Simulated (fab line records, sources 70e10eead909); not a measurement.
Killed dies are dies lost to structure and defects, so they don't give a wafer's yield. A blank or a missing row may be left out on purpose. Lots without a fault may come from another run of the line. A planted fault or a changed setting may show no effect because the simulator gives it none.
Problem report in the 8D (eight disciplines) form, filled by code | flow nand_harc | the parts of the form that need people (team, actions taken, sign-off) are left out

1. THE PROBLEM
oes_product_au at NHARC_THIN_TSV_ETCH_59 reads a mean of 0.939 a.u. on 1 wafer of 1 lot; wafers without a fault read 1.002 a.u. with a standard deviation of 0.01. That is -6.3 standard deviations from the usual mean.
The step: etches the open film in Cl2/BCl3, target depth 880 nm, time 138.1 s.
First seen on wafer L705.5, day 32 17:31, on rie_metal-01. The record holds 15 wafers of 5 lots with a number at this step. Rule for "out", or "out of limits": more than 4 standard deviations from the usual mean. The other wafers with a number count as sound.

2. WHAT IT IS AND WHAT IT IS NOT
question                    | is                | is not
which readings at this step | oes_product_au    | bcl3_flow_sccm, bias_w, drypump_motor_current_A, throttle_valve_pct
which lots                  | L705              | L689, L690, L706, L708
which wafers of those lots  | L705.5            | L705.1, L705.6
read on which tools         | rie_metal-01      | rie_metal-03
when                        | from day 32 17:31 | up to then (8 sound wafers); but 6 sound wafers of L706, L708 came after

3. SUSPECTS, AND WHAT RULES EACH OUT
Counting: a tool at a process step up to the reading stays a suspect if it ran every lot that is out. Sound lots after the first of them don't rule it out here, since some wafers of a struck lot are sound.
- rie_diel-12 at NHARC_THIN_TSV_DESCUM_35 (chemistry O2, time 3 s): kept. It ran the lot that is out, L705 (day 32 17:23); its last sound lot up to then is L689 (day 25 12:54).
- rie_metal-01 at NHARC_THIN_TSV_ETCH_59 (etches the open film in Cl2/BCl3, target depth 880 nm, time 138.1 s): kept. It ran the lot that is out, L705 (day 32 17:31); its last sound lot up to then is L690 (day 26 03:26). Its own readings are out on those wafers: oes_product_au.
- Within rie_metal-01 at NHARC_THIN_TSV_ETCH_59: the wafers that are out ran in chamber 0; their sound lot-mates ran in chamber 1.
Left after counting: rie_diel-12 at NHARC_THIN_TSV_DESCUM_35, rie_metal-01 at NHARC_THIN_TSV_ETCH_59.

4. THE CAUSE (what the simulator had put in)
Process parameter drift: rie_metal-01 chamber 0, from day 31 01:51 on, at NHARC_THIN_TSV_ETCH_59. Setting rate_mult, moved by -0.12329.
Counting left 2 suspects, and this tool is among them.

5. THE CHAIN OF EFFECTS, in route order
Each row: a reading whose mean over the struck wafers that have a number lies more than 3 standard deviations from the usual. Only readings for which the record gives a usual standard deviation are gone through. hours: the time from each lot's start at the first step in this table that gives one to its start at this step, as a median over the lots. sigmas: the change in usual standard deviations.
hours | step                   | reading        | usual      | on struck wafers | change | sigmas
0     | NHARC_THIN_TSV_ETCH_59 | oes_product_au | 1.002 a.u. | 0.939            | -0.063 | -6.3
The process steps in it:
- NHARC_THIN_TSV_ETCH_59: etches the open film in Cl2/BCl3, target depth 880 nm, time 138.1 s.

6. WHAT WOULD HAVE CAUGHT IT SOONER
In this record the first reading out of limits was taken at day 32 17:31, 40 hours after the fault began at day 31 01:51.
